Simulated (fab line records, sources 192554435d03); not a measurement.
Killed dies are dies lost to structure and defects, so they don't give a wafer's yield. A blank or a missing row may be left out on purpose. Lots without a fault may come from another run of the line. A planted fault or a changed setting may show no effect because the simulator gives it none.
Which tool did it? | flow n5_finfet | 11 lots, 31 wafers sampled, at 5 steps of a route of 1938

WHAT THE GAUGES READ, wafer by wafer
N5_BEOL_M4_RS_MEAS_58: measures by four-point-probe. Usual: M4_RS 0.69 ohm/sq, standard deviation 0.039.
lot  | measured     | on            | M4_RS (ohm/sq) | flag
L993 | day 8 00:11  | film_metro-01 | 0.75 0.63 0.69 |
L994 | day 7 19:08  | film_metro-02 | 0.72 0.70 0.76 |
L995 | day 8 14:59  | film_metro-01 | 0.64 0.76 0.70 |
L996 | day 8 17:12  | film_metro-02 | 0.64 0.70 0.66 |
L998 | day 9 03:41  | film_metro-02 | 0.68 0.66      |
L999 | day 9 00:49  | film_metro-02 | 0.70 0.74      |
L101 | day 10 03:32 | film_metro-01 | 0.69 0.70 0.67 |
L104 | day 10 11:32 | film_metro-01 | 0.71 0.73 0.70 |
L109 | day 12 09:29 | film_metro-01 | 0.67 0.68 0.66 |
L110 | day 12 11:11 | film_metro-01 | 0.76 0.78 0.72 |
L113 | day 13 05:08 | film_metro-02 | 0.69 0.67 0.72 |

N5_BEOL_M4_INSPECT_59: inspects for defects (darkfield). Usual: raw_defect_count 77, standard deviation 26.
lot  | measured     | on                | raw_defect_count | flag
L993 | day 8 00:12  | defect_inspect-02 | 71 62 73         |
L994 | day 7 19:09  | defect_inspect-01 | 152 176 119      |
L995 | day 8 15:00  | defect_inspect-02 | 80 60 71         |
L996 | day 8 17:14  | defect_inspect-02 | 109 49 69        |
L998 | day 9 03:43  | defect_inspect-02 | 81 81            |
L999 | day 9 00:50  | defect_inspect-02 | 81 100           |
L101 | day 10 03:34 | defect_inspect-01 | 59 51 30         |
L104 | day 10 11:34 | defect_inspect-01 | 116 133 97       |
L109 | day 12 09:31 | defect_inspect-02 | 73 35 66         |
L110 | day 12 11:12 | defect_inspect-01 | 83 92 68         |
L113 | day 13 05:10 | defect_inspect-01 | 93 86 57         |

N5_BEOL_M4_RC_MEAS_101. Usual: DIBL_N 37.5 mV/V, standard deviation 1.9; DIBL_P 37.3 mV/V, standard deviation 2.4; IOFF_N 0.18 nA/um, standard deviation 0.038; IOFF_P 0.23 nA/um, standard deviation 0.045; ION_N 677 uA/um, standard deviation 11; ION_P 464 uA/um, standard deviation 8.1; REXT_N 74.6 ohm.um, standard deviation 1.9; SS_N 72.0 mV/dec, standard deviation 0.68; SS_P 73.5 mV/dec, standard deviation 0.77; VT_N 249 mV, standard deviation 3.3; VT_N_LVT 98 mV, standard deviation 3.3; VT_P -249 mV, standard deviation 3.6.
lot  | measured     | on        | DIBL_N (mV/V)  | DIBL_P (mV/V)  | IOFF_N (nA/um) | IOFF_P (nA/um) | ION_N (uA/um) | ION_P (uA/um) | REXT_N (ohm.um) | SS_N (mV/dec)  | SS_P (mV/dec)  | VT_N (mV)   | VT_N_LVT (mV) | VT_P (mV)      | flag
L993 | day 8 00:23  | prober-02 | 38.1 40.4 37.6 | 37.5 40.1 36.8 | 0.18 0.23 0.17 | 0.20 0.24 0.19 | 672 687 665   | 449 465 451   | 72.3 73.7 73.0  | 72.3 73.4 71.6 | 73.7 73.7 73.8 | 250 248 252 | 99 94 99      | -251 -249 -254 |
L994 | day 7 19:20  | prober-01 | 38.4 36.5 39.9 | 37.3 36.1 39.5 | 0.22 0.17 0.24 | 0.24 0.21 0.27 | 688 667 679   | 468 460 461   | 75.6 76.3 77.5  | 72.3 71.8 72.8 | 74.0 73.1 74.7 | 242 248 245 | 93 95 93      | -247 -253 -247 |
L995 | day 8 15:20  | prober-01 | 34.8 39.1 35.7 | 37.3 44.5 37.7 | 0.18 0.26 0.18 | 0.20 0.34 0.20 | 683 693 677   | 465 472 460   | 74.9 79.4 75.7  | 72.7 73.3 72.2 | 72.9 74.0 72.6 | 249 244 251 | 95 91 98      | -252 -242 -251 |
L996 | day 8 17:16  | prober-01 | 36.2 34.6 33.8 | 38.4 33.9 35.0 | 0.18 0.15 0.13 | 0.24 0.17 0.18 | 671 667 657   | 468 461 457   | 76.9 77.0 77.6  | 72.0 72.0 71.6 | 73.2 72.3 72.8 | 251 252 252 | 97 100 102    | -247 -251 -252 |
L998 | day 9 04:13  | prober-01 | 38.2 36.4      | 37.2 35.1      | 0.18 0.15      | 0.25 0.22      | 685 673       | 471 469       | 75.3 74.4       | 71.5 71.0      | 73.8 72.5      | 247 248     | 97 100        | -247 -250      |
L999 | day 9 01:01  | prober-01 | 39.0 34.3      | 39.5 33.8      | 0.21 0.13      | 0.20 0.14      | 683 658       | 456 449       | 75.5 76.9       | 72.3 70.8      | 73.6 71.8      | 246 251     | 92 99         | -256 -256      |
L101 | day 10 03:54 | prober-01 | 39.1 37.8 36.3 | 39.1 36.6 35.3 | 0.18 0.16 0.14 | 0.25 0.22 0.19 | 665 665 666   | 463 460 456   | 75.7 74.6 75.0  | 73.1 72.4 71.7 | 74.1 73.1 72.8 | 252 255 255 | 100 103 103   | -249 -247 -252 |
L104 | day 10 11:45 | prober-01 | 39.4 36.1 38.8 | 38.0 34.1 37.5 | 0.21 0.14 0.20 | 0.29 0.19 0.28 | 681 677 687   | 470 456 474   | 77.7 77.4 77.7  | 72.4 71.5 72.0 | 73.7 72.6 73.6 | 246 254 248 | 98 103 97     | -244 -249 -244 |
L109 | day 12 09:42 | prober-01 | 31.9 35.0 32.7 | 38.3 41.9 38.9 | 0.09 0.12 0.10 | 0.26 0.32 0.26 | 612 634 629   | 468 473 474   | 97.0 95.7 94.3  | 71.0 71.6 71.5 | 74.2 75.1 74.1 | 258 256 259 | 110 104 107   | -246 -243 -249 | OFF
L110 | day 12 11:52 | prober-01 | 31.0 25.6 31.0 | 40.0 33.0 40.1 | 0.09 0.05 0.09 | 0.29 0.19 0.32 | 620 601 613   | 478 473 476   | 98.7 96.5 97.4  | 70.5 69.2 70.1 | 74.0 71.4 73.3 | 260 266 258 | 110 116 107   | -243 -249 -243 | OFF
L113 | day 13 05:11 | prober-02 | 38.6 39.7 40.7 | 39.3 40.5 41.6 | 0.18 0.23 0.23 | 0.24 0.26 0.27 | 681 683 692   | 464 463 470   | 75.4 74.0 73.9  | 71.8 72.4 72.7 | 74.7 74.5 74.2 | 247 244 245 | 95 93 94      | -250 -249 -249 |

WHICH TOOL RAN EACH LOT (tool, then ch and the chambers of the sampled wafers, then the start)
lot  | N5_SD_EPI_N_VAPOR_ETCH_50      | N5_BEOL_M4_ANNEAL_51
L993 | epi_rpcvd-01 ch 0, day 3 01:18 | rtp_anneal-02 ch 0, day 7 23:22
L994 | epi_rpcvd-01 ch 0, day 3 06:38 | rtp_anneal-01 ch 0, day 7 18:19
L995 | epi_rpcvd-03 ch 0, day 3 14:30 | rtp_anneal-02 ch 0, day 8 14:13
L996 | epi_rpcvd-03 ch 0, day 3 20:24 | rtp_anneal-01 ch 0, day 8 16:20
L998 | epi_rpcvd-02 ch 0, day 4 08:24 | rtp_anneal-01 ch 0, day 9 02:58
L999 | epi_rpcvd-02 ch 0, day 4 14:02 | rtp_anneal-01 ch 0, day 9 00:00
L101 | epi_rpcvd-02 ch 0, day 5 07:15 | rtp_anneal-01 ch 0, day 10 02:41
L104 | epi_rpcvd-01 ch 0, day 5 22:07 | rtp_anneal-02 ch 0, day 10 10:44
L109 | epi_rpcvd-02 ch 0, day 7 03:23 | rtp_anneal-01 ch 0, day 12 08:40
L110 | epi_rpcvd-02 ch 0, day 7 08:38 | rtp_anneal-01 ch 0, day 12 10:24
L113 | epi_rpcvd-01 ch 0, day 8 01:57 | rtp_anneal-01 ch 0, day 13 04:17
- N5_SD_EPI_N_VAPOR_ETCH_50: etches Si in HCl, time 54 s.
- N5_BEOL_M4_ANNEAL_51: time 90 s.

WHAT THE TOOLS THEMSELVES READ (means of the sampled wafers that have a number; where no wafer has one, the mark that the record gives instead)
N5_SD_EPI_N_VAPOR_ETCH_50. Usual: throttle_valve_pct 12.0 %, standard deviation 0.41.
lot  | tool         | throttle_valve_pct (%) | flag
L993 | epi_rpcvd-01 | 12.3                   |
L994 | epi_rpcvd-01 | 12.5                   |
L995 | epi_rpcvd-03 | 11.7                   |
L996 | epi_rpcvd-03 | 11.8                   |
L998 | epi_rpcvd-02 | 11.5                   |
L999 | epi_rpcvd-02 | 11.5                   |
L101 | epi_rpcvd-02 | 11.5                   |
L104 | epi_rpcvd-01 | 12.5                   |
L109 | epi_rpcvd-02 | 11.7                   |
L110 | epi_rpcvd-02 | 11.6                   |
L113 | epi_rpcvd-01 | 12.4                   |

N5_BEOL_M4_ANNEAL_51. Usual: anneal_temp_c 225.00 C, standard deviation 0.19; wafer_temp_C_max 226.2, standard deviation 0.44.
lot  | tool          | anneal_temp_c (C) | wafer_temp_C_max | flag
L993 | rtp_anneal-02 | 225.01            | 226.8            |
L994 | rtp_anneal-01 | 225.04            | 226.2            |
L995 | rtp_anneal-02 | 225.02            | 226.8            |
L996 | rtp_anneal-01 | 224.92            | 225.7            |
L998 | rtp_anneal-01 | 224.93            | 225.9            |
L999 | rtp_anneal-01 | 224.97            | 225.8            |
L101 | rtp_anneal-01 | 225.03            | 226.0            |
L104 | rtp_anneal-02 | 224.96            | 226.6            |
L109 | rtp_anneal-01 | 225.11            | 225.8            |
L110 | rtp_anneal-01 | 225.00            | 226.0            |
L113 | rtp_anneal-01 | 224.88            | 226.0            |

THE ANSWER, worked out from the rows above alone
Rule: a lot is off if the mean of its wafers that have a number lies more than 3 standard deviations from the usual mean. A lot without any number at a reading at which 4 lots or more have one is off too. The other lots that the step has rows for count as sound. The gauges are gone through in route order, then the tools' own readings, and for those a lot's mean is taken as printed above. The first step at which some lot is off is used, and at that step the reading that is off furthest; a lot without a number counts as furthest.
Off: L109, L110, at N5_BEOL_M4_RC_MEAS_101 (REXT_N).
A tool fits if, at a process step before that reading, it ran every lot that is off, and no sound lot after the first of them. The gauges at N5_BEOL_M4_RC_MEAS_101 are tried like those tools. Can't be told from this: 2 tools fit, epi_rpcvd-02 at N5_SD_EPI_N_VAPOR_ETCH_50, prober-01 at N5_BEOL_M4_RC_MEAS_101.

WHAT THE SIMULATOR HAD PUT IN
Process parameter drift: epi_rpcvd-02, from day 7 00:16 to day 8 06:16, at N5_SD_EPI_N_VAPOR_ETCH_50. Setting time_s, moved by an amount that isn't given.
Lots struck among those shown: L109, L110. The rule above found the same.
